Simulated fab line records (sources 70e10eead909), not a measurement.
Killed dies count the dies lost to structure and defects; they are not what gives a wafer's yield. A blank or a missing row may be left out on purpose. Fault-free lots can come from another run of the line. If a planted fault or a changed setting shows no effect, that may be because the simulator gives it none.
fab line records -- flow nand-harc
[record] lots = 6, wafers = 18, last-day = 24
route steps=1159 shown THIN_TSV@1144 END@1159
lots that met no fault: taken from a fault-free run of the same line
start-h: hours from the record's opening day to when the first of the lot's shown wafers began -- wait-h: hours elapsed since this lot's preceding step -- " as in the row above -- L1.1+2: several wafers, shown together as one row -- - value missing, or start not given -- * or withheld: withheld -- < > ~ a bound
route shown NAME@n: names a module that has steps shown in the file, with the first one's number in the route -- usual: mean/standard deviation of fault-free wafers -- same: alike in all rows -- chamber/n: place in a boat -- sites: per-site readings -- _std_site: their standard deviation -- _edge_site: outer sites' mean less inner sites' -- radius-mm: how far each site lies from the wafer's centre -- mask NAME#n: copy n -- behind: the most recent tool/chamber to have shaped the wafer -- hold: what put the lot on hold/how long, in hours/how the hold closed -- device: transistor that didn't switch, given as n, p or np -- end of line: tests of these same wafers at the route's end -- a step without rows: its recipe alone -- killed: dies lost to structure and defects at the first sort, not the wafer's yield -- map: a wafer's dies, x killed, . not, _ none there
set.NAME: the setting the step ran with; set.NAME@STEP: the setting that earlier step ran with -- model.NAME: the simulator's own value behind a step, which no gauge read
lots at some steps of the route; a table a step, a row a wafer
services: from which hour (start-h, from the record's first day; less than 0 if before it) a tool's chamber was out of use, for how many hours, and why
[[steps]]
[step NHARC_THIN_TSV_EBR_29]
[step NHARC_THIN_TSV_EXPOSE_30]
[recipe] na = 0.55, dose-mj = 11.47, mask-id = PAD
[step NHARC_THIN_TSV_PEB_31]
[recipe] peb-temp-c = 118, peb-time-s = 85
[step NHARC_THIN_TSV_DEVELOP_32]
[recipe] time-s = 70
[step NHARC_THIN_TSV_CD_MEAS_33]
[recipe] target-cd-nm = 5000, landing-energy-ev = 500
[usual] cd-nm = 4999.7/1.3
lot.wafer,tool,chamber,start-h,wait-h,cd-nm
L518.2,cd-sem-03,0,463.98,-,4998.4
L518.4,cd-sem-03,0,463.98,-,5000.1
L518.5,cd-sem-03,0,463.98,-,5000.0
L522.2,cd-sem-01,0,470.74,-,5002.5
L522.3,cd-sem-01,0,470.74,-,5004.0
L522.4,cd-sem-01,0,470.74,-,5001.3
L530.2,cd-sem-01,0,499.95,-,4998.7
L530.3,cd-sem-01,0,499.95,-,4997.8
L530.6,cd-sem-01,0,499.95,-,4999.4
L529.1,cd-sem-01,0,509.44,-,5002.3
L529.4,cd-sem-01,0,509.44,-,5001.6
L529.5,cd-sem-01,0,509.44,-,5000.3
L533.1,cd-sem-02,0,531.98,-,4999.4
L533.2,cd-sem-02,0,531.98,-,4997.9
L533.4,cd-sem-02,0,531.98,-,5000.8
L536.1,cd-sem-01,0,558.02,-,5000.2
L536.2,cd-sem-01,0,558.02,-,5000.9
L536.4,cd-sem-01,0,558.02,-,5001.2
[step NHARC_THIN_TSV_HARDBAKE_34]
[recipe] temp-c = 125, time-s = 80
[step NHARC_THIN_TSV_DESCUM_35]
[recipe] time-s = 3, o2-flow-sccm = 200, ar-flow-sccm = 0, bias-power-w = 0, chemistry = O2
[usual] drypump-motor-current-A = 5.7/0.57, oes-product-au = 1.001/0.0078, rf-vpp-V = 57.7/0.95, showerhead-plenum-p-Torr = 1.92/0.073, throttle-valve-pct = 11.312/0.0088
lot.wafer,tool,chamber,start-h,wait-h,drypump-motor-current-A,oes-product-au,rf-hours-counter-h,rf-vpp-V,showerhead-plenum-p-Torr,throttle-valve-pct
L518.4,rie-diel-11,1,464.15,-,5.9,1.019,11,56.3,2.00,11.298
L518.2,rie-diel-11,0,464.15,-,6.6,1.015,10,58.2,1.94,11.310
L518.5,rie-diel-11,2,464.15,-,5.2,1.003,-,58.0,1.84,11.315
L522.2,rie-diel-05,2,470.90,-,6.6,0.993,7,57.9,2.00,11.306
L522.4,rie-diel-05,3,470.90,-,6.1,0.988,8,57.4,1.92,11.308
L522.3,rie-diel-05,1,470.90,-,5.1,0.998,8,55.7,1.80,11.321
L530.3,rie-diel-10,2,500.10,-,5.2,0.996,10,57.0,1.98,11.304
L530.2,rie-diel-10,3,500.10,-,5.6,1.014,10,59.0,2.01,11.332
L530.6,rie-diel-10,2,500.10,-,5.2,1.009,-,59.0,1.98,11.321
L529.1,rie-diel-05,3,509.61,-,6.1,0.992,12,58.4,1.92,11.304
L529.4,rie-diel-05,1,509.61,-,5.1,0.988,12,57.1,1.79,11.310
L529.5,rie-diel-05,2,509.61,-,6.6,0.994,-,56.7,2.00,11.316
L533.4,rie-diel-05,1,532.15,-,5.1,0.989,0,56.8,1.80,11.314
L533.1,rie-diel-05,2,532.15,-,6.6,1.004,0,57.5,2.00,11.322
L533.2,rie-diel-05,3,532.15,-,6.1,1.001,0,58.9,1.92,11.316
L536.1,rie-diel-05,3,558.18,-,6.1,1.003,2,58.3,1.92,11.306
L536.2,rie-diel-05,1,558.18,-,5.1,1.006,2,58.7,1.79,11.321
L536.4,rie-diel-05,2,558.18,-,6.6,1.008,2,57.7,2.00,11.298
[step NHARC_THIN_TSV_ETCH_59]
[recipe] target-depth-a = 8800, icp-w = 900, bias-w = 100, Cl2_flow_sccm = 60, bcl3-flow-sccm = 30, time-s = 138.1, chemistry = Cl2/BCl3
[usual] drypump-motor-current-A = 6.2/0.34, oes-product-au = 0.998/0.0077, throttle-valve-pct = 22.264/0.0084
lot.wafer,tool,chamber,start-h,wait-h,drypump-motor-current-A,oes-product-au,rf-hours-counter-h,throttle-valve-pct
L518.2,rie-metal-02,0,464.32,0.1,6.7,1.017,2.2,22.270
L518.4,rie-metal-02,1,464.32,0.1,6.4,1.000,-,22.261
L518.5,rie-metal-02,1,464.32,0.1,6.4,0.997,-,22.273
L522.2,rie-metal-01,1,471.03,0.1,6.0,1.005,3.7,22.267
L522.4,rie-metal-01,1,471.03,0.1,6.0,0.996,-,22.256
L522.3,rie-metal-01,0,471.03,0.1,5.7,1.003,-,22.271
L530.2,rie-metal-02,1,500.28,0.1,6.4,0.995,3.6,22.277
L530.3,rie-metal-02,1,500.28,0.1,6.4,1.004,-,22.259
L530.6,rie-metal-02,1,500.28,0.1,6.4,1.000,-,22.258
L529.1,rie-metal-02,0,509.73,0.1,6.7,0.996,3.8,22.251
L529.4,rie-metal-02,0,509.73,0.1,6.7,0.999,-,22.263
L529.5,rie-metal-02,0,509.73,0.1,6.7,1.004,-,22.256
L533.1,rie-metal-03,0,532.27,0.1,6.0,0.999,2.4,22.256
L533.2,rie-metal-03,1,532.27,0.1,6.1,0.998,2.4,22.278
L533.4,rie-metal-03,0,532.27,0.1,6.0,1.004,-,22.259
L536.2,rie-metal-03,1,558.31,0.1,6.1,0.991,3.0,22.254
L536.1,rie-metal-03,0,558.31,0.1,6.0,1.010,3.0,22.269
L536.4,rie-metal-03,1,558.31,0.1,6.1,0.990,-,22.263
[step NHARC_THIN_TSV_ETCH_36]
[recipe] target-depth-a = 650, over-etch-frac = 0.3, time-s = 18.571, ion-energy-ev = 150, chemistry = Cl2/BCl3
[usual] drypump-motor-current-A = 6.2/0.34, oes-product-au = 0.995/0.0081
lot.wafer,tool,chamber,start-h,wait-h,drypump-motor-current-A,oes-product-au,rf-hours-counter-h
L518.2,rie-metal-02,1,464.54,0.2,6.4,1.006,2.3
L518.4,rie-metal-02,0,464.54,0.2,6.7,1.015,-
L518.5,rie-metal-02,0,464.54,0.2,6.7,1.004,-
L522.2,rie-metal-01,0,471.30,0.2,5.7,0.984,3.5
L522.3,rie-metal-01,1,471.30,0.2,6.0,0.999,-
L522.4,rie-metal-01,0,471.30,0.2,5.7,1.000,-
L530.2,rie-metal-02,1,500.51,0.2,6.5,0.986,3.7
L530.3,rie-metal-02,0,500.51,0.2,6.7,0.985,-
L530.6,rie-metal-02,1,500.51,0.2,6.5,1.002,-
L529.1,rie-metal-02,0,510.00,0.2,6.7,0.997,3.9
L529.4,rie-metal-02,0,510.00,0.2,6.7,0.994,-
L529.5,rie-metal-02,0,510.00,0.2,6.7,0.991,-
L533.1,rie-metal-03,0,532.53,0.2,6.0,0.993,2.6
L533.2,rie-metal-03,1,532.53,0.2,6.1,0.989,2.6
L533.4,rie-metal-03,0,532.53,0.2,6.0,0.998,-
L536.2,rie-metal-03,0,558.56,0.2,6.0,0.996,3.2
L536.1,rie-metal-03,1,558.56,0.2,6.1,0.993,3.2
L536.4,rie-metal-03,1,558.56,0.2,6.1,0.993,-
[step NHARC_THIN_TSV_STRIP_56]
[recipe] power-w = 1500, temp-c = 250, chemistry = O2
[usual] drypump-motor-current-A = 5.3/0.37, heater-power-w = 363/33
lot.wafer,tool,chamber,start-h,wait-h,drypump-motor-current-A,heater-power-w,rf-hours-counter-h
L518.2,plasma-asher-02,0,464.65,0.1,5.3,350,32
L518.4,plasma-asher-02,0,464.65,0.1,5.3,362,-
L518.5,plasma-asher-02,1,464.65,0.1,5.0,416,-
L522.2,plasma-asher-02,1,471.40,0.1,5.0,422,35
L522.3,plasma-asher-02,1,471.40,0.1,5.0,415,-
L522.4,plasma-asher-02,0,471.40,0.1,5.3,364,-
L530.2,plasma-asher-02,0,500.60,0.1,5.3,357,44
L530.3,plasma-asher-02,1,500.60,0.1,5.0,429,-
L530.6,plasma-asher-02,1,500.60,0.1,5.0,413,-
L529.1,plasma-asher-01,0,510.16,0.2,5.0,358,17
L529.4,plasma-asher-01,1,510.16,0.2,5.9,330,-
L529.5,plasma-asher-01,1,510.16,0.2,5.9,326,-
L533.2,plasma-asher-01,1,532.63,0.1,5.9,319,26
L533.1,plasma-asher-01,0,532.63,0.1,5.1,358,26
L533.4,plasma-asher-01,0,532.63,0.1,5.1,354,-
L536.1,plasma-asher-02,0,558.66,0.1,5.3,371,3
L536.2,plasma-asher-02,1,558.66,0.1,5.0,405,3
L536.4,plasma-asher-02,1,558.66,0.1,5.0,409,-
[step NHARC_THIN_TSV_STRIP_57]
[recipe] time-s = 1200, temp-c = 72.5, chemistry = post-etch-residue-remover
[step NHARC_THIN_TSV_CD_MEAS_37]
[usual] cd-nm = 5000.1/2.2
lot.wafer,tool,chamber,start-h,wait-h,cd-nm
L518.2,cd-sem-02,-,465.44,-,4999.5
L518.4,cd-sem-02,-,465.44,-,4999.1
L518.5,cd-sem-02,-,465.44,-,5002.2
L522.2,cd-sem-01,-,472.20,-,5005.2
L522.3,cd-sem-01,-,472.20,-,5004.9
L522.4,cd-sem-01,-,472.20,-,5003.9
L530.2,cd-sem-02,-,501.40,-,5000.4
L530.3,cd-sem-02,-,501.40,-,5001.0
L530.6,cd-sem-02,-,501.40,-,5000.2
L529.1,cd-sem-03,-,510.91,-,5002.1
L529.4,cd-sem-03,-,510.91,-,5002.6
L529.5,cd-sem-03,-,510.91,-,5000.9
L533.1,cd-sem-02,-,533.43,-,4997.2
L533.2,cd-sem-02,-,533.43,-,4995.1
L533.4,cd-sem-02,-,533.43,-,4998.4
L536.1,cd-sem-03,-,559.46,-,4998.5
L536.2,cd-sem-03,-,559.46,-,5001.4
L536.4,cd-sem-03,-,559.46,-,5002.0
[step NHARC_THIN_TSV_ANNEAL_58]
[recipe] temp-c = 400, time-s = 1800
[usual] spike-tc-bottom-C = 424.1/2.2, spike-tc-centre-C = 402.2/1.2, spike-tc-lower-C = 399.9/1.3, spike-tc-top-C = 427.8/1.6, spike-tc-upper-C = 399.9/0.94
lot.wafer,tool,chamber,start-h,wait-h,spike-tc-bottom-C,spike-tc-centre-C,spike-tc-lower-C,spike-tc-top-C,spike-tc-upper-C
L518.2,furnace-01,0,466.87,1.4,420.0,401.4,399.6,430.4,399.6
L518.4,furnace-01,0,466.87,1.4,421.0,400.9,400.2,431.1,398.4
L518.5,furnace-01,0,466.87,1.4,420.1,402.8,401.0,429.2,400.2
L522.2,furnace-06,0,476.47,4.3,423.6,401.3,401.3,426.7,400.2
L522.3,furnace-06,0,476.47,4.3,423.6,402.0,396.9,426.2,399.1
L522.4,furnace-06,0,476.47,4.3,425.1,404.4,398.5,426.7,399.4
L530.2,furnace-06,0,504.18,2.8,446.0,423.7,420.7,449.4,423.2
L530.3,furnace-06,0,504.18,2.8,446.3,425.2,423.2,449.0,423.4
L530.6,furnace-06,0,504.18,2.8,445.4,425.5,422.7,447.1,422.9
L529.1,furnace-07,0,512.88,2.0,427.3,401.8,401.1,429.9,399.8
L529.4,furnace-07,0,512.88,2.0,425.3,401.0,401.5,427.8,400.0
L529.5,furnace-07,0,512.88,2.0,425.9,401.2,401.7,428.9,401.2
L533.1,furnace-06,0,536.19,2.8,446.8,427.6,422.0,447.7,422.9
L533.2,furnace-06,0,536.19,2.8,447.7,425.2,422.4,447.7,422.3
L533.4,furnace-06,0,536.19,2.8,446.7,427.1,423.5,449.2,421.6
L536.1,furnace-01,0,561.28,1.8,420.7,400.1,400.0,428.9,400.5
L536.2,furnace-01,0,561.28,1.8,420.5,402.1,398.3,428.2,400.6
L536.4,furnace-01,0,561.28,1.8,420.9,400.2,400.0,428.3,401.0
[step NHARC_END_SORT_01]
[recipe] temp-c = 25
[usual] defect-limited-yield = 95.7/1.5, killed-at-array = 26/9.9, killed-at-other = 0.8/1, killed-at-periphery = 2.8/2.2, killed-dies = 29/9.9, killed-open = 3.2/1.8, killed-short = 2.1/1.4, sort_bin_2_pct = 1.3/0.54, sort_bin_3_pct = 0.23/0.2, sort_bin_4_pct = 2.8/1, sort-n-pass = 648/9.9, sort-rim-yield-pct = 95/3.5, sort-yield-pct = 95.7/1.5
[same] gross-dies = 677, sort_bin_5_pct[%] = 0, sort_bin_6_pct[%] = 0, sort_bin_7_pct[%] = 0, sort_bin_8_pct[%] = 0, sort-rim-n-gross = 106.00
lot.wafer,tool,chamber,start-h,wait-h,defect-limited-yield[%],killed-at-array,killed-at-other,killed-at-periphery,killed-dies,killed-open,killed-short,sort_bin_2_pct[%],sort_bin_3_pct[%],sort_bin_4_pct[%],sort-n-pass,sort-rim-yield-pct[%],sort-yield-pct[%]
L518.2,prober-02,0,472.22,2.8,96.3,23,0,2,25,4,0,0.7,0.15,2.8,652,95,96.3
L518.4,prober-02,0,473.83,3.4,96.8,20,0,2,22,2,2,0.7,0.15,2.4,655,96,96.8
L518.5,prober-02,0,474.64,3.7,96.5,20,1,3,24,2,1,1.2,0.15,2.2,653,95,96.5
L522.2,prober-01,0,481.79,2.8,96.0,24,0,3,27,7,3,1.0,0.15,2.8,650,92,96.0
L522.3,prober-01,0,482.59,3.1,96.6,19,1,3,23,7,2,0.6,0.15,2.7,654,95,96.6
L522.4,prober-01,0,483.39,3.4,94.7,34,0,2,36,5,6,1.6,0.30,3.4,641,92,94.7
L530.2,prober-01,0,512.90,2.8,97.5,15,0,2,17,3,1,0.7,0,1.8,660,98,97.5
L530.3,prober-01,0,513.70,3.1,97.9,14,0,0,14,3,3,0.6,0,1.5,663,99,97.9
L530.6,prober-01,0,516.09,4.0,97.8,15,0,0,15,2,1,0.7,0,1.5,662,96,97.8
L529.1,prober-01,0,519.94,2.5,94.1,37,0,3,40,3,2,1.5,0.30,4.1,637,91,94.1
L529.4,prober-01,0,522.34,3.4,95.7,28,0,1,29,3,1,1.5,0,2.8,648,92,95.7
L529.5,prober-01,0,523.14,3.7,96.2,24,1,1,26,2,3,1.0,0,2.8,651,94,96.2
L536.1,prober-01,0,565.80,2.5,92.3,51,0,1,52,2,2,2.7,0.59,4.4,625,94,92.3
L536.2,prober-01,0,566.60,2.8,92.3,49,0,3,52,4,2,2.2,0.74,4.7,625,83,92.3
L536.4,prober-01,0,568.21,3.4,93.6,41,0,2,43,2,1,1.8,0.30,4.3,634,92,93.6
// killed by level:class
L518.2 A_SLIT:chamber-film-flake=7 A_STAIRCASE:chamber-film-flake=5 A_CONTACT:chamber-film-flake=4 A_BONDPAD:chamber-film-flake=3 P_M0:geometric-particle:open=2 A_CHANNEL_HOLE_D1:chamber-film-flake=2 A_ONON_D1:geometric-particle:open=1 A_CONTACT:geometric-particle:open=1
L518.4 A_SLIT:chamber-film-flake=8 A_CHANNEL_HOLE_D1:chamber-film-flake=4 A_ONON_D1:geometric-particle:short=2 P_GATE:chamber-film-flake=2 A_STAIRCASE:chamber-film-flake=2 A_WL_FILL:geometric-particle:open=1 A_CONTACT:geometric-particle:open=1 A_CONTACT:chamber-film-flake=1
L518.5 A_SLIT:chamber-film-flake=8 A_CONTACT:chamber-film-flake=3 A_BONDPAD:chamber-film-flake=3 A_M1:chamber-film-flake=2 P_GATE:geometric-particle:short=1 P_M1:geometric-particle:open=1 A_ONON_D1:geometric-particle:open=1 P_GATE:chamber-film-flake=1
L522.2 A_CHANNEL_HOLE_D1:chamber-film-flake=10 A_CONTACT:chamber-film-flake=4 P_CONTACT:geometric-particle:open=2 A_ONON_D1:geometric-particle:short=2 A_BLC:geometric-particle:open=2 A_ONON_D1:geometric-particle:open=1 A_CHANNEL_FILL_D1:geometric-particle:short=1 A_SGD_CUT:geometric-particle:open=1
L522.3 A_CHANNEL_HOLE_D1:chamber-film-flake=11 P_CONTACT:geometric-particle:open=1 P_M0:geometric-particle:open=1 P_M1:geometric-particle:open=1 A_SOURCE_PLATE:geometric-particle:open=1 A_ONON_D1:geometric-particle:open=1 A_STAIRCASE:geometric-particle:short=1 A_CONTACT:geometric-particle:open=1
L522.4 A_CHANNEL_HOLE_D1:chamber-film-flake=17 A_CHANNEL_FILL_D1:geometric-particle:open=4 A_CHANNEL_FILL_D1:geometric-particle:short=3 A_CHANNEL_FILL_D1:chamber-film-flake=3 A_CONTACT:chamber-film-flake=2 P_CONTACT:geometric-particle:open=1 A_SGD_CUT:geometric-particle:short=1 A_WL_FILL:geometric-particle:short=1
L530.2 A_CHANNEL_HOLE_D1:chamber-film-flake=6 A_WL_FILL:chamber-film-flake=4 A_STAIRCASE:chamber-film-flake=2 P_M0:geometric-particle:open=1 P_M1:geometric-particle:open=1 A_CHANNEL_FILL_D1:geometric-particle:open=1 A_WL_FILL:geometric-particle:short=1 A_BLC:chamber-film-flake=1
L530.3 A_CHANNEL_HOLE_D1:chamber-film-flake=5 A_SGD_CUT:geometric-particle:short=2 A_CONTACT:geometric-particle:open=2 A_CONTACT:chamber-film-flake=2 A_CHANNEL_FILL_D1:geometric-particle:short=1 A_BLC:geometric-particle:open=1 A_STAIRCASE:chamber-film-flake=1
L530.6 A_CONTACT:chamber-film-flake=5 A_CHANNEL_HOLE_D1:chamber-film-flake=2 A_STAIRCASE:chamber-film-flake=2 A_ONON_D1:geometric-particle:short=1 A_WL_FILL:geometric-particle:open=1 A_BLC:geometric-particle:open=1 A_CHANNEL_FILL_D1:chamber-film-flake=1 A_BLC:chamber-film-flake=1
L529.1 A_CHANNEL_HOLE_D1:chamber-film-flake=17 A_CONTACT:chamber-film-flake=12 A_STAIRCASE:chamber-film-flake=4 P_CONTACT:geometric-particle:open=1 A_CHANNEL_FILL_D1:geometric-particle:short=1 A_CONTACT:geometric-particle:open=1 A_CONTACT:geometric-particle:short=1 A_M0:geometric-particle:open=1
L529.4 A_CHANNEL_HOLE_D1:chamber-film-flake=13 A_STAIRCASE:chamber-film-flake=6 A_CONTACT:chamber-film-flake=5 P_M1:geometric-particle:open=1 A_SOURCE_PLATE:geometric-particle:open=1 A_SGD_CUT:geometric-particle:open=1 A_M0:geometric-particle:short=1 A_CHANNEL_FILL_D1:chamber-film-flake=1
L529.5 A_CHANNEL_HOLE_D1:chamber-film-flake=12 A_STAIRCASE:chamber-film-flake=6 A_CONTACT:chamber-film-flake=2 A_CHANNEL_HOLE_D1:geometric-particle:short=1 A_CHANNEL_FILL_D1:geometric-particle:short=1 A_CHANNEL_FILL_D1:geometric-particle:open=1 A_M0:geometric-particle:open=1 STARTING-WAFER:geometric-particle:short=1
L536.1 A_SLIT:chamber-film-flake=24 A_CHANNEL_HOLE_D1:chamber-film-flake=18 A_CONTACT:chamber-film-flake=3 A_WL_FILL:chamber-film-flake=2 P_M0:geometric-particle:open=1 A_CHANNEL_FILL_D1:geometric-particle:short=1 A_BLC:geometric-particle:open=1 A_M0:geometric-particle:short=1
L536.2 A_CHANNEL_HOLE_D1:chamber-film-flake=21 A_SLIT:chamber-film-flake=14 A_CONTACT:chamber-film-flake=5 A_WL_FILL:chamber-film-flake=3 P_M0:geometric-particle:open=2 A_STAIRCASE:chamber-film-flake=2 A_ONON_D1:geometric-particle:open=1 A_WL_FILL:geometric-particle:short=1
L536.4 A_SLIT:chamber-film-flake=17 A_CHANNEL_HOLE_D1:chamber-film-flake=16 A_CONTACT:chamber-film-flake=3 A_WL_FILL:chamber-film-flake=2 P_M0:geometric-particle:short=1 A_WL_FILL:geometric-particle:open=1 A_CONTACT:geometric-particle:open=1 P_GATE:chamber-film-flake=1
[[services]]
tool,chamber,start-h,hours,kind
plasma-asher-01,-,442.11,7.0,repair
rie-diel-05,0,447.66,-,clean
rie-diel-05,1,447.66,-,clean
rie-diel-05,2,447.66,-,clean
rie-diel-05,3,447.66,-,clean
plasma-asher-01,-,453.00,9.0,pm
rie-metal-03,-,453.00,9.0,pm
rie-metal-03,0,453.00,9.0,vent-cycle
rie-metal-03,1,453.00,9.0,vent-cycle
rie-diel-05,3,455.23,4.1,repair
rie-metal-02,1,457.55,1.7,repair
rie-metal-03,0,462.00,-,clean
rie-metal-02,0,470.58,2.4,repair
rie-metal-02,-,484.73,0.3,repair
rie-diel-11,1,486.21,4.2,repair
furnace-01,-,500.04,26.0,pm
rie-metal-01,-,509.00,9.0,pm
rie-diel-05,-,517.79,9.0,pm
rie-diel-10,-,530.71,9.0,pm
plasma-asher-02,-,537.25,9.0,pm
rie-diel-05,-,538.02,0.4,repair
rie-diel-10,-,541.44,1.1,repair
rie-diel-11,-,543.50,9.0,pm
rie-metal-02,-,553.22,0.7,repair
[[key]]
[first-sign] step = NHARC_THIN_TSV_ANNEAL_58, reading = spike-tc-upper-C, direction = up, sigmas = 24, usual = 399.9, struck = 422.7
[effect] step = NHARC_THIN_TSV_ANNEAL_58, reading = spike-tc-centre-C, direction = up, sigmas = 20, usual = 402.2, struck = 425.7
met-at NHARC_THIN_TSV_ANNEAL_58
struck-wafers L530.2,L530.3,L530.6,L533.1,L533.2,L533.4
sort-left-out L533.1,L533.2,L533.4
tester-left-out L533
onset-between 476.47 504.18
[earlier-fault] kind = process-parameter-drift, tool = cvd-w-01, chamber = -, onset-h = 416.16, steps = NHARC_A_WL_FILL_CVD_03, channel = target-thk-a, offset = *, shape = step, acts-in = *, stated = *
[fault] kind = process-parameter-drift, tool = furnace-06, chamber = -, onset-h = 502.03, steps = NHARC_THIN_TSV_ANNEAL_58, channel = temp-c, offset = *, shape = step, acts-in = *, stated = *
// tester-left-out: of these lots the tester's yield and bins aren't shown, on N5 and GAA mostly nor the transistor test; their killed dies are dies lost to structure and defects alone, not to doping, threshold or leakage, so they don't give the yield
// sort-left-out: the simulated sort isn't trusted on such a fault, so these wafers' sort isn't shown, and their yield isn't known
